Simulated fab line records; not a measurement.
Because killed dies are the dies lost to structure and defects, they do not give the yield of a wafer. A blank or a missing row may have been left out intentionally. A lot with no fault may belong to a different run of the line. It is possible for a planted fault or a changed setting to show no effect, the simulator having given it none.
A struck lot beside a sound one | flow n5-finfet | 43 out of 1938 route steps
Sound: wafers L312.1, L312.2, L312.4. Struck: wafer L332.3 (L332.2, L332.4, from the same lot, were not struck and are left out); the cause is given at the end.
Order at every step that has rows: each side's tool, ch and its chambers, its first start. Under that, the readings that differ: sound wafers | struck wafers | difference of the means | sigmas: that difference in standard deviations of wafers without a fault.
alike: a reading whose means differ by less than 2 such deviations, as well as words and numbers matching on both sides. not compared: withheld readings; readings where some wafer has no value; bounds like >300 that might hide an equal value; numbers whose values overlap and for which the record gives no deviation.
A row with sigmas, a row that says differs or no value, or rows on one side alone: a step with any of these is where the two part. Numbers that don't overlap but have no deviation are shown without sigmas and don't part them. A reading that every wafer of one side lacks parts them only if that side has two wafers or more.

first, 1 step without rows for these wafers: N5_BEOL_M1_ECD_50 (material Cu, target thk 300 nm).
N5_BEOL_M1_ANNEAL_51: time 90 s.
  sound on rtp-anneal-02 ch 0, day 7 09:16; struck on rtp-anneal-02 ch 0, day 11 10:36
  alike: wafer_temp_C_max
N5_BEOL_M1_CMP_52: polishes, stops on SiOC, t overpolish 6.8 s, target thk 40 nm.
  sound on cmp-02 ch 1,2,3, day 7 09:34; struck on cmp-04 ch 1, day 11 10:52
  alike: barrier-field-endpoint-s, edge-zone-pressure-frac, motor-current-A, overpolish-run-s, time-to-endpoint-s
N5_BEOL_M1_THK_MEAS_53: measures by xrf.
  sound on film-metro-02, day 7 09:52; struck on film-metro-02, day 11 11:09
  alike: M1_THK
then, 1 step without rows for these wafers: N5_BEOL_M1_PRE_CLEAN_60 (time 15 s).
N5_BEOL_M1_CO_CAP_55: material Co, precursor CCTBA/H2, target thk 2 nm, time 102.1 s.
  sound on cvd-co-01 ch 0,1,2, day 7 09:56; struck on cvd-co-01 ch 0, day 11 11:14
  alike: heater-power-w
then, 2 steps without rows for these wafers: N5_BEOL_M1_PRE_CLEAN_56 (time 15 s); N5_BEOL_M1_DEP_57 (deposits SiCN from 3MS/NH3, target thk 8 nm, time 14 s).
N5_BEOL_M1_RS_MEAS_58: uses a four-point probe to measure.
  sound on film-metro-01, day 7 10:07; struck on film-metro-02, day 11 11:25
  alike: M1_RS
N5_BEOL_M1_INSPECT_59: inspects for defects (darkfield).
  sound on defect-inspect-02, day 7 10:09; struck on defect-inspect-02, day 11 11:27
  alike: raw-defect-count
then, 1 step without rows for these wafers: N5_BEOL_M2_ILD_DEP_00 (deposits SiOC from DEMS/O2, target thk 79 nm, time 15.3 s).
N5_BEOL_M2_THK_MEAS_01:
  sound on film-metro-02, day 7 10:16; struck on film-metro-02, day 11 11:33
  alike: M2_ILD_THK
N5_BEOL_M2_PECVD_72: deposits SiO2 from TEOS/O2, target thk 16 nm, time 18 s.
  sound on pecvd-01 ch 0,1, day 7 10:19; struck on pecvd-03 ch 2, day 11 11:35
  alike: heater-power-w, showerhead-plenum-p-Torr, throttle-valve-pct
N5_BEOL_M2_HM_DEP_02: deposits TiN, target thk 20 nm.
  sound on pvd-sputter-02, day 7 12:25; struck on pvd-sputter-02, day 11 11:40
  alike: throttle-valve-pct
then, 9 steps without rows for these wafers: N5_BEOL_M2_COAT_61 (time 60 s, resist thk 60 nm); N5_BEOL_M2_COAT_62 (time 60 s, resist thk 12 nm); N5_BEOL_M2_COAT_73 (time 60 s, resist thk 5 nm); N5_BEOL_M2_COAT_05 (resist thk 30 nm); N5_BEOL_M2_EBR_07; N5_BEOL_M2_SOFTBAKE_06 (time 60 s); N5_BEOL_M2_EXPOSE_08 (exposes mask M2); N5_BEOL_M2_PEB_09 (peb time 60 s); N5_BEOL_M2_DEVELOP_10 (develop time 30 s).
N5_BEOL_M2_CD_MEAS_11: the cd target is 16.79 nm.
  sound on cd-sem-01 ch 0, day 7 12:49; struck on cd-sem-01 ch 0, day 11 12:03
  alike: cd-nm
N5_BEOL_M2_OVL_MEAS_12:
  sound on overlay-01 ch 0, day 7 12:50; struck on overlay-01 ch 0, day 11 12:05
  alike: M2_OVL
N5_BEOL_M2_INSPECT_13: inspects for defects (brightfield).
  sound on defect-inspect-01, day 7 12:54; struck on defect-inspect-02, day 11 12:08
  reading          | sound       | struck | difference | sigmas
  raw-defect-count | 448 607 408 | 746    | +258       | +3
then, 8 steps without rows for these wafers: N5_BEOL_M2_DESCUM_16 (chemistry O2, time 7 s); N5_BEOL_M2_ETCH_74 (etches underlayer in N2/H2, target depth 6.5 nm, time 5.2 s); N5_BEOL_M2_ETCH_63 (etches SiARC in CF4, target depth 15.6 nm, time 26 s); N5_BEOL_M2_ETCH_64 (etches SOC in N2/H2, target depth 75 nm, overetch 22.5 nm, time 121.9 s); N5_BEOL_M2_STRIP_65 (strips in N2/H2); N5_BEOL_M2_STRIP_75 (strips in N2/H2); N5_BEOL_M2_STRIP_66 (strips in CF4); N5_BEOL_M2_HM_OPEN_17 (chemistry Cl2/BCl3, target TiN, target depth 20 nm, overetch 6 nm).
N5_BEOL_M2_STRIP_19: strips in O2.
  sound on rie-diel-06 ch 0,2,3, day 7 13:18; struck on rie-diel-03 ch 3, day 11 12:37
  reading                     | sound       | struck | difference | sigmas
  drypump-motor-current-A (A) | 5.5 6.5 5.3 | 6.6    | +0.8       | +2
  alike: oes-product-au, rf-vpp-V, showerhead-plenum-p-Torr, throttle-valve-pct
  not compared: rf-hours-counter-h
N5_BEOL_M2_CD_MEAS_18: pitch 36 nm, target cd 18 nm.
  sound on cd-sem-02, day 7 13:22; struck on cd-sem-01, day 11 12:41
  alike: cd-nm
then, 6 steps without rows for these wafers: N5_BEOL_M2_COAT_67 (time 60 s, resist thk 60 nm); N5_BEOL_M2_COAT_68 (time 60 s, resist thk 12 nm); N5_BEOL_M2_COAT_76 (time 60 s, resist thk 5 nm); N5_BEOL_M2_COAT_22 (resist thk 30 nm); N5_BEOL_M2_EBR_24; N5_BEOL_M2_SOFTBAKE_23 (time 60 s).
-- here the record skips 6 days between the struck wafers' starts before and after, leaving off in module BEOL_M2 and picking up in module PASSIVATION (first step shown: number 1936 of the route) --
N5_PASSIVATION_PROBE_49:
  record: rows for the struck wafers here (prober-02, day 17 22:52), none for the sound ones

## WHERE THEY PART
At N5_BEOL_M2_INSPECT_13 first; at N5_PASSIVATION_PROBE_49 last (within this record only).

WHY: the cause the simulator had injected
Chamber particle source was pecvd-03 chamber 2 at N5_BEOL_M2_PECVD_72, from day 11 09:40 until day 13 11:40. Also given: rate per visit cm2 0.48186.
